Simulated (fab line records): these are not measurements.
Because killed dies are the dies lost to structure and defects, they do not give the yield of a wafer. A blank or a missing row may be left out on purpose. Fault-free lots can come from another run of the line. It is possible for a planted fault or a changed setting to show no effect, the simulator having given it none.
Problem report, 8D (eight disciplines) form, completed by code	flow n5-finfet	the parts of the form that need people (team, actions taken, sign-off) are left out

1. THE PROBLEM
At N5_SD_EPI_N_EPI_MEAS_23, thk-nm averages 72.9 nm over 4 wafers from 2 lots, while fault-free wafers read 59.0 nm, standard deviation 1.3. Relative to the usual mean, that is a shift of +11 standard deviations.
Earliest sighting: wafer L678.3 on film-metro-01 at day 6 11:25. The record has a number at this step for 33 wafers belonging to 12 lots. Rule for "out", or "out of limits": more than 4 standard deviations from the usual mean. All remaining wafers that have a number are taken as sound.

2. WHAT IT IS AND WHAT IT IS NOT
question	is	is not
which readings at this step	thk-nm	-
which lots	L678, L681	L665, L666, L667, L669, L670, L672, L673, L674, L685, L686
which wafers of those lots	L678.3, L678.4, L678.6, L681.4	L681.1, L681.2
read on which gauges	film-metro-01	film-metro-02
when	from day 6 11:25	up to then (21 sound wafers); but 8 sound wafers of L681, L685, L686 came after

3. WHAT RULES OUT EACH SUSPECT
Counting: if a tool at a process step up to the reading ran every lot that is out, it stays a suspect. Sound lots after the first of them don't rule it out here, since some wafers of a struck lot are sound.
- the gauge at N5_SD_EPI_N_EPI_MEAS_23: kept. All the wafers that are out were read on film-metro-01, and no step on other tools shows them out.
- epi-rpcvd-03 at N5_SD_EPI_N_EPI_21 (deposits Si:P, time 690 s): kept. Ran every lot that is out, first one L678 (day 6 10:15); last sound lot up to then L674 (day 5 10:44).
The count leaves film-metro-01 at N5_SD_EPI_N_EPI_MEAS_23 and epi-rpcvd-03 at N5_SD_EPI_N_EPI_21.

4. THE CAUSE (what the simulator had put in)
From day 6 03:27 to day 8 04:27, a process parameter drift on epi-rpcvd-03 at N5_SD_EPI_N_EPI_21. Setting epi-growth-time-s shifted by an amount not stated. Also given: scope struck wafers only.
2 suspects survive the count, and this tool is in that group.

5. THE CHAIN OF EFFECTS, in route order
Each row: a reading where the mean over the struck wafers with a number is more than 3 standard deviations away from the usual. Only readings whose record carries a usual standard deviation are examined. hours: median over the lots of the time between each lot's start at the first step of this table that gives one and its start at this step. sigmas: the change, counted in usual standard deviations.
hours	step	reading	usual	on struck wafers	change	sigmas
0	N5_SD_EPI_N_EPI_MEAS_23	thk-nm	59.0 nm	72.9	+13.9	+11
At these later measuring or inspecting steps, every struck wafer for which the step has a row has a number for every such reading, and none has moved that far: N5_SD_EPI_N_INSPECT_26.

6. HOW IT WOULD HAVE BEEN CAUGHT EARLIER
The first out-of-limits reading at a measuring or inspecting step in this record came at day 6 11:25, 8 hours after the fault's start at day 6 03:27.
Among the 2 lots that are out, L681 began N5_SD_EPI_N_EPI_21 on epi-rpcvd-03 after day 6 11:25. Putting the tool on hold at that point would have spared it.
